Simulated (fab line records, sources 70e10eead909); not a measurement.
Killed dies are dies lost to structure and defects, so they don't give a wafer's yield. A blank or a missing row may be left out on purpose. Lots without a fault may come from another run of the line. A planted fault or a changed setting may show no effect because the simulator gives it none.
Chamber matching | flow nand_harc | NHARC_A_ONON_D1_DEP_33 on pecvd-03: 3 sister chambers
The step deposits SiO2, target thk 200 nm. 6 wafers are shown with their chamber, then 8 later ones without.

WAFERS WITH THEIR CHAMBER
wafer  | chamber | heater_power_w (W) | throttle_valve_pct (%)
L667.3 | 1       | 575                | 15.5
L667.4 | 0       | 712                | 15.4
L668.2 | 2       | 595                | 15.8
L668.5 | 1       | 545                | 15.5
L668.6 | 0       | 710                | 15.7
L676.1 | 2       | 662                | 15.8

WAFERS WITHOUT THEIR CHAMBER
wafer  | heater_power_w (W) | throttle_valve_pct (%)
L676.5 | 745                | 15.7
L676.6 | 691                | 15.5
L680.2 | 608                | 15.9
L680.3 | 715                | 16.0
L680.6 | 575                | 15.4
L684.2 | 780                | 15.8
L684.3 | 650                | 15.5
L684.4 | 666                | 15.9

WHICH CHAMBER EACH WENT THROUGH
wafer  | from the rows above          | in truth
L676.5 | 0                            | 0
L676.6 | 0                            | 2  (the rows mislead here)
L680.2 | 2                            | 2
L680.3 | can't be placed: 2 or 0      | 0
L680.6 | 1                            | 1
L684.2 | can't be placed: 0 or 2      | 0
L684.3 | can't be placed: 0 or 2 or 1 | 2
L684.4 | can't be placed: 2 or 0      | 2
Placed correctly: 3 of 8. Can't be placed from these rows: 4 (the true chamber is among the candidates in 4). Placed wrongly: 1.
How it was worked out, from the rows above alone: a wafer's distance from a chamber is the root of the sum, over the readings, of the square of ((its reading less the chamber's mean) divided by the reading's scatter). The wafer belongs to the nearest chamber; if the next one is less than 2 further off, it can't be placed. A chamber's mean is the mean of its shown wafers. The scatter: the root of (the sum of the squares of (reading less its chamber's mean) over the shown wafers, divided by (wafers less chambers)).
